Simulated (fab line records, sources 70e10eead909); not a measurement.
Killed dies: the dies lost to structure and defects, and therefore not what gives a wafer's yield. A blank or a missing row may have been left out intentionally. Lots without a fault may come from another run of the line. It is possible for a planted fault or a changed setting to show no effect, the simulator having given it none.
Which tool was responsible? -- flow nand harc -- Sampling: 11 lots, 33 wafers, 4 of 1302 route steps

== WHAT EACH GAUGE READ, for each wafer ==
The record holds no reading of a measuring or inspecting step that can be judged against a usual standard deviation.

== EACH LOT AND THE TOOL THAT RAN IT (in order: tool; ch and the chambers of the sampled wafers; start) ==
lot,NHARC_A_SLIT_ETCH_15,NHARC_A_SLIT_ETCH_29,NHARC_A_WL_FILL_ETCHBACK_17,NHARC_A_WL_FILL_ETCHBACK_26
L321,"rie diel-01 ch 0,1,3, day 20 01:24 or earlier","rie diel-01 ch 0,1,2, day 20 01:24","rie metal-02 ch 0,1, day 20 21:47","rie si-04 ch 0,2,3, day 21 03:00"
L323,"rie diel-02 ch 0,1,2, day 20 10:35 or earlier","rie diel-01 ch 0,2, day 20 10:35","rie metal-01 ch 0,1, day 21 09:46","rie si-04 ch 0,3, day 21 16:06"
L324,"rie diel-02 ch 0,2, day 21 15:31 or earlier","rie diel-09 ch 0,2,3, day 21 15:31","rie metal-03 ch 0,1, day 22 13:25","rie si-06 ch 0,2, day 22 19:24"
L325,"rie diel-01 ch 2,3, day 21 23:01 or earlier","rie diel-01 ch 1,2,3, day 21 23:01","rie metal-02 ch 0,1, day 22 22:33","rie si-04 ch 0,1,3, day 23 03:47"
L331,"rie diel-09 ch 1,2,3, day 23 19:08 or earlier","rie diel-01 ch 0,1,3, day 23 19:08","rie metal-02 ch 0,1, day 24 15:08","rie si-01 ch 0,1,2, day 24 20:35"
L330,"rie diel-01 ch 0,2,3, day 23 19:46 or earlier","rie diel-02 ch 0,1,2, day 23 19:46","rie metal-03 ch 0,1, day 24 14:59","rie si-04 ch 1,2,3, day 24 20:34"
L334,"rie diel-02 ch 1,3, day 25 15:55 or earlier","rie diel-09 ch 0,1,3, day 25 15:55","rie metal-01 ch 0,1, day 26 11:39","rie si-06 ch 1,2,3, day 26 16:46"
L336,"rie diel-02 ch 1,3, day 25 19:10 or earlier","rie diel-01 ch 0,1,3, day 25 19:10","rie metal-02 ch 0,1, day 26 14:43","rie si-01 ch 1,2,3, day 26 19:52"
L337,"rie diel-01 ch 0,1,3, day 26 21:44 or earlier","rie diel-01 ch 0,1,2, day 26 21:44","rie metal-01 ch 0,1, day 27 14:28","rie si-04 ch 0,1,3, day 27 19:38"
L340,"rie diel-01 ch 0,3, day 27 13:24 or earlier","rie diel-02 ch 0,1,2, day 27 13:24","rie metal-03 ch 0,1, day 28 08:48","rie si-01 ch 0,1,3, day 28 14:03"
L339,"rie diel-02 ch 1,2,3, day 27 15:32 or earlier","rie diel-01 ch 0,3, day 27 15:32","rie metal-01 ch 0,1, day 28 08:53","rie si-04 ch 0,3, day 28 14:01"
- NHARC_A_SLIT_ETCH_15: etches the open film in O2/COS, target depth 6200 nm, time 1612 s.
- NHARC_A_SLIT_ETCH_29: etches the open film in CF4/O2, target depth 100 nm, overetch 10 nm, time 55 s.
- NHARC_A_WL_FILL_ETCHBACK_17: etches the open film in Cl2/BCl3, target depth 4 nm, time 26.7 s.
- NHARC_A_WL_FILL_ETCHBACK_26: etches the open film in HBr, target depth 52 nm, time 13.3 s.

== WHAT THE TOOLS THEMSELVES READ (means of the sampled wafers that have a number; where no wafer has one, the mark that the record gives instead) ==
NHARC_A_SLIT_ETCH_15. Usual: drypump motor current A 5.8 A, standard deviation 0.48; oes product au 0.999 a.u., standard deviation 0.011; rf vpp V 313.3 V, standard deviation 1.9; showerhead plenum p Torr 3.07 Torr, standard deviation 0.12; throttle valve pct 28.329 %, standard deviation 0.0086.
lot,tool,drypump motor current A (A),oes product au (a.u.),rf vpp V (V),showerhead plenum p Torr (Torr),throttle valve pct (%),flag
L321,rie diel-01,6.1,0.998,313.9,3.11,28.330,
L323,rie diel-02,5.7,0.991,313.2,2.99,28.320,
L324,rie diel-02,5.4,0.983,313.1,2.99,28.322,
L325,rie diel-01,5.2,1.002,313.8,3.11,28.327,
L331,rie diel-09,6.2,0.990,312.8,3.04,28.330,
L330,rie diel-01,5.7,1.007,314.3,3.14,28.332,
L334,rie diel-02,5.6,1.003,314.8,3.18,28.333,
L336,rie diel-02,6.0,1.003,313.8,3.10,28.323,
L337,rie diel-01,6.1,1.001,313.5,3.10,28.328,
L340,rie diel-01,6.2,1.000,315.3,3.16,28.323,
L339,rie diel-02,5.7,1.009,313.2,3.06,28.331,

NHARC_A_SLIT_ETCH_29. Usual: cf4 flow sccm 79.98 sccm, standard deviation 0.28; drypump motor current A 5.8 A, standard deviation 0.49; oes product au 1.000 a.u., standard deviation 0.012; rf vpp V 197.4 V, standard deviation 1.4; showerhead plenum p Torr 1.31 Torr, standard deviation 0.05; throttle valve pct 13.396 %, standard deviation 0.0093.
lot,tool,cf4 flow sccm (sccm),drypump motor current A (A),oes product au (a.u.),rf vpp V (V),showerhead plenum p Torr (Torr),throttle valve pct (%),flag
L321,rie diel-01,80.02,5.8,1.002,197.6,1.32,13.396,
L323,rie diel-01,79.69,5.4,1.002,198.1,1.33,13.394,
L324,rie diel-09,79.92,6.0,1.008,194.7,1.27,13.396,
L325,rie diel-01,80.05,5.6,0.998,197.1,1.31,13.397,
L331,rie diel-01,80.04,6.1,0.995,197.9,1.33,13.399,
L330,rie diel-02,79.95,5.7,0.996,197.0,1.28,13.402,
L334,rie diel-09,80.18,6.0,1.001,197.5,1.32,13.391,
L336,rie diel-01,79.93,6.1,1.006,198.1,1.33,13.399,
L337,rie diel-01,79.77,5.8,1.009,197.8,1.32,13.401,
L340,rie diel-02,80.05,5.7,1.009,195.2,1.28,13.395,
L339,rie diel-01,79.87,6.0,0.995,198.3,1.35,13.395,

NHARC_A_WL_FILL_ETCHBACK_17. Usual: drypump motor current A 5.5 A, standard deviation 0.34; oes product au 0.996 a.u., standard deviation 0.0072; run length s 47.8 s, standard deviation 0.48.
lot,tool,drypump motor current A (A),oes product au (a.u.),run length s (s),flag
L321,rie metal-02,5.7,0.997,47.9,
L323,rie metal-01,5.8,0.997,47.5,
L324,rie metal-03,5.1,0.991,47.6,
L325,rie metal-02,5.6,0.998,48.3,
L331,rie metal-02,5.6,0.991,48.3,
L330,rie metal-03,5.1,0.999,47.4,
L334,rie metal-01,5.8,1.005,47.5,
L336,rie metal-02,5.7,0.994,48.2,
L337,rie metal-01,5.8,1.004,41.0,OFF
L340,rie metal-03,5.1,0.994,47.5,
L339,rie metal-01,5.8,1.004,40.9,OFF

NHARC_A_WL_FILL_ETCHBACK_26. Usual: drypump motor current A 5.5 A, standard deviation 0.36; oes product au 0.998 a.u., standard deviation 0.011; run length s 34.4 s, standard deviation 0.37; throttle valve pct 23.266 %, standard deviation 0.0096.
lot,tool,drypump motor current A (A),oes product au (a.u.),run length s (s),throttle valve pct (%),flag
L321,rie si-04,5.3,1.005,34.3,23.265,
L323,rie si-04,5.4,0.996,34.2,23.261,
L324,rie si-06,5.4,0.986,34.4,23.258,
L325,rie si-04,5.4,0.998,33.8,23.274,
L331,rie si-01,5.8,0.997,34.5,23.273,
L330,rie si-04,5.2,1.004,34.2,23.267,
L334,rie si-06,5.6,0.996,34.4,23.265,
L336,rie si-01,5.8,0.995,34.5,23.271,
L337,rie si-04,5.5,0.998,34.1,23.263,
L340,rie si-01,5.7,0.993,34.4,23.272,
L339,rie si-04,5.4,0.998,34.2,23.259,

== THE ANSWER, worked out from the rows above alone ==
Rule: a lot is off if the mean of its wafers that have a number lies more than 3 standard deviations from the usual mean. A lot without any number at a reading at which 4 lots or more have one is off too. Where the step has rows for the other lots, those lots are counted as sound. Order of review: gauges by route order, followed by the tools' own readings, for which a lot's mean as printed above is used. The first step at which some lot is off is used, and at that step the reading that is off furthest; a lot without a number counts as furthest.
Off: L337, L339 (NHARC_A_WL_FILL_ETCHBACK_17, run length s).
If a tool, at that step or one of the process steps before it, ran each lot that is off and ran no sound lot following the first of them, it fits. With no start given for some of its lots, NHARC_A_SLIT_ETCH_15 uses the hours and lot order of NHARC_A_SLIT_ETCH_29. Can't be told from this: 2 tools fit, rie diel-01 at NHARC_A_SLIT_ETCH_29, rie metal-01 at NHARC_A_WL_FILL_ETCHBACK_17.

== WHAT THE SIMULATOR HAD INSERTED ==
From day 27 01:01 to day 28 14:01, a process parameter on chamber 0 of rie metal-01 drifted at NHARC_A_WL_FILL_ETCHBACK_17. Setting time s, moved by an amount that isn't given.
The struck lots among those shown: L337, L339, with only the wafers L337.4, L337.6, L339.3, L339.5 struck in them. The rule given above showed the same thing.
